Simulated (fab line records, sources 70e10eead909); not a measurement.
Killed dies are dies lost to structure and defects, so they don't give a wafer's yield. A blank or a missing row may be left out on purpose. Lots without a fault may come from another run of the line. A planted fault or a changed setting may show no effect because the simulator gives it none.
Chamber matching | flow nand_harc | NHARC_P_M2_ETCH_35 on rie_diel-01: 4 sister chambers
The step etches the open film in N2/H2, target depth 40 nm, overetch 12 nm, time 43.94 s. 8 wafers are shown with their chamber, then 8 later ones without.

WAFERS WITH THEIR CHAMBER
wafer  | chamber | rf_vpp_V (V) | oes_product_au (a.u.)
L077.1 | 1       | 431.6        | 0.992
L077.4 | 3       | 434.3        | 1.021
L079.2 | 0       | 427.4        | 1.007
L079.5 | 0       | 428.2        | 1.015
L079.6 | 1       | 432.1        | 1.010
L084.3 | 3       | 434.0        | 1.030
L084.5 | 2       | 428.5        | 1.003
L086.4 | 2       | 429.4        | 1.003

WAFERS WITHOUT THEIR CHAMBER
wafer  | rf_vpp_V (V) | oes_product_au (a.u.)
L086.5 | 427.8        | 1.001
L086.6 | 431.7        | 1.004
L093.1 | 429.0        | 0.993
L093.4 | 430.0        | 1.003
L093.6 | 427.8        | 0.995
L096.2 | 432.7        | 1.009
L096.3 | 429.5        | 1.005
L096.5 | 426.6        | 1.011

WHICH CHAMBER EACH WENT THROUGH
wafer  | from the rows above     | in truth
L086.5 | can't be placed: 0 or 2 | 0
L086.6 | 1                       | 1
L093.1 | 2                       | 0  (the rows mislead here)
L093.4 | can't be placed: 2 or 1 | 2
L093.6 | can't be placed: 0 or 2 | 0
L096.2 | can't be placed: 1 or 3 | 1
L096.3 | 2                       | 2
L096.5 | 0                       | 0
Placed correctly: 3 of 8. Can't be placed from these rows: 4 (the true chamber is among the candidates in 4). Placed wrongly: 1.
How it was worked out, from the rows above alone: a wafer's distance from a chamber is the root of the sum, over the readings, of the square of ((its reading less the chamber's mean) divided by the reading's scatter). The wafer belongs to the nearest chamber; if the next one is less than 2 further off, it can't be placed. A chamber's mean is the mean of its shown wafers. The scatter: the root of (the sum of the squares of (reading less its chamber's mean) over the shown wafers, divided by (wafers less chambers)).
